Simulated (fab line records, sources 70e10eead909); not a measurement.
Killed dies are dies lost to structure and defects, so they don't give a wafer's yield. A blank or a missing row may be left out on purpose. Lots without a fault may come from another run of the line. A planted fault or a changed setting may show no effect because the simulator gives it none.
A struck lot beside a sound one | flow nand_harc | 15 steps out of a route of 1302
Sound: wafers L112.1, L112.3, L112.4. Struck: wafers L106.3, L106.4, L106.5. The cause comes at the end.
At each step with rows: each side's tool, then ch and its chambers, then its first start. Under that, the readings that differ: sound wafers | struck wafers | difference of the means | sigmas: that difference in standard deviations of wafers without a fault.
alike: readings whose means differ by less than 2 such deviations, and words and numbers that are the same on both sides. not compared: withheld readings, readings that some wafer has no value for, bounds like >300 that may hide the same value, and numbers for which the record gives no deviation and whose values overlap.
The two part at a step that has a row with sigmas, a row that says differs or no value, or rows on one side only. Numbers that don't overlap but have no deviation are shown without sigmas and don't part them. A reading that every wafer of one side lacks parts them only if that side has two wafers or more.

NHARC_A_CHANNEL_FILL_D1_ALD_16: deposits SiO2, target thk 1.5 nm, pulse time 10 s, ald cycles 15.
  sound on ald_hk-02 ch 0,2,3, day 16 12:49; struck on ald_hk-03 ch 0,1, day 13 16:35
  reading            | sound       | struck      | difference | sigmas
  heater_power_w (W) | 399 395 467 | 540 508 564 | +117       | +2
  alike: precursor_pulse_height_rel
then, 2 steps without rows for these wafers: NHARC_A_CHANNEL_FILL_D1_ANNEAL_17 (time 1800 s); NHARC_A_CHANNEL_FILL_D1_CVD_18 (deposits poly-Si, target thk 3 nm).
NHARC_A_CHANNEL_FILL_D1_ETCHBACK_19: etches the open film in HBr/Cl2, target depth 5 nm, time 1.7 s.
  sound on rie_si-01 ch 1,2,3, day 17 01:59; struck on rie_si-01 ch 0,3, day 14 06:07
  alike: drypump_motor_current_A, mfc_cl2_sccm, oes_product_au, throttle_valve_pct
  not compared: rf_hours_counter_h
NHARC_A_CHANNEL_FILL_D1_ETCHBACK_20: etches the open film in C4F8/O2/Ar, target depth 27 nm, time 13.5 s.
  sound on rie_diel-12 ch 0,1,2, day 17 02:09; struck on rie_diel-01 ch 0,2, day 14 06:15
  alike: oes_product_au, rf_vpp_V, run_length_s
  not compared: rf_hours_counter_h
NHARC_A_CHANNEL_FILL_D1_STRIP_28: strips in O2, time 20 s.
  sound on rie_diel-12 ch 1,2,3, day 17 02:14; struck on rie_diel-01 ch 0,1,3, day 14 06:20
  reading                | sound                | struck               | difference | sigmas
  throttle_valve_pct (%) | 17.012 17.029 17.042 | 17.045 17.047 17.046 | +0.018     | +2
  alike: drypump_motor_current_A, oes_product_au, rf_vpp_V, showerhead_plenum_p_Torr
  not compared: rf_hours_counter_h
then, 4 steps without rows for these wafers: NHARC_A_CHANNEL_FILL_D1_PRECLEAN_21 (cleans in dHF, time 30 s); NHARC_A_CHANNEL_FILL_D1_SRD_23; NHARC_A_CHANNEL_FILL_D1_CVD_05 (deposits poly-Si, target thk 5 nm); NHARC_A_CHANNEL_FILL_D1_ANNEAL_22 (time 7200 s).
NHARC_A_CHANNEL_FILL_D1_THK_MEAS_06: measures by ellipsometry.
  sound on film_metro-01, day 17 14:13; struck on film_metro-02, day 14 18:06
  alike: thk_nm
then, 1 step without rows for these wafers: NHARC_A_CHANNEL_FILL_D1_ALD_25 (deposits SiOx, target thk 60 nm, pulse time 10 s, ald cycles 600).
NHARC_A_CHANNEL_FILL_D1_ETCHBACK_08: etches the open film in C4F8, target depth 220 nm, time 110 s.
  sound on rie_diel-06 ch 2,3, day 17 19:46; struck on rie_diel-01 ch 0,2,3, day 14 23:46
  reading               | sound             | struck            | difference | sigmas
  oes_product_au (a.u.) | 1.00 0.99 1.00    | 0.93 0.93 0.94    | -0.06      | -2
  run_length_s (s)      | 131.0 131.6 131.2 | 254.9 254.3 254.7 | +123.4     | +99 or more
  alike: rf_vpp_V
  not compared: rf_hours_counter_h
NHARC_A_CHANNEL_FILL_D1_STRIP_29: strips in O2, time 20 s.
  sound on rie_diel-06 ch 1,2,3, day 17 19:57; struck on rie_diel-01 ch 0,1,2
  alike: drypump_motor_current_A, oes_product_au, rf_vpp_V, showerhead_plenum_p_Torr, throttle_valve_pct
  not compared: rf_hours_counter_h
-- the record jumps here: 14 days lie between the struck wafers' starts before and after (it left off in module A_CHANNEL_FILL_D1 and takes up again in module END, whose first step shown is number 1302 of the route) --
NHARC_END_SORT_01:
  sound on prober-01 ch 0, day 31 11:50; struck on prober-01 ch 0, day 28 17:46
  alike: killed_at_array, killed_at_other, killed_at_periphery, killed_dies, killed_open, killed_short

WHERE THEY PART
First at NHARC_A_CHANNEL_FILL_D1_ALD_16; last, within this record, at NHARC_A_CHANNEL_FILL_D1_ETCHBACK_08. Later steps at which nothing parts them and some readings are alike: NHARC_A_CHANNEL_FILL_D1_STRIP_29, NHARC_END_SORT_01.

WHY: what the simulator had put in
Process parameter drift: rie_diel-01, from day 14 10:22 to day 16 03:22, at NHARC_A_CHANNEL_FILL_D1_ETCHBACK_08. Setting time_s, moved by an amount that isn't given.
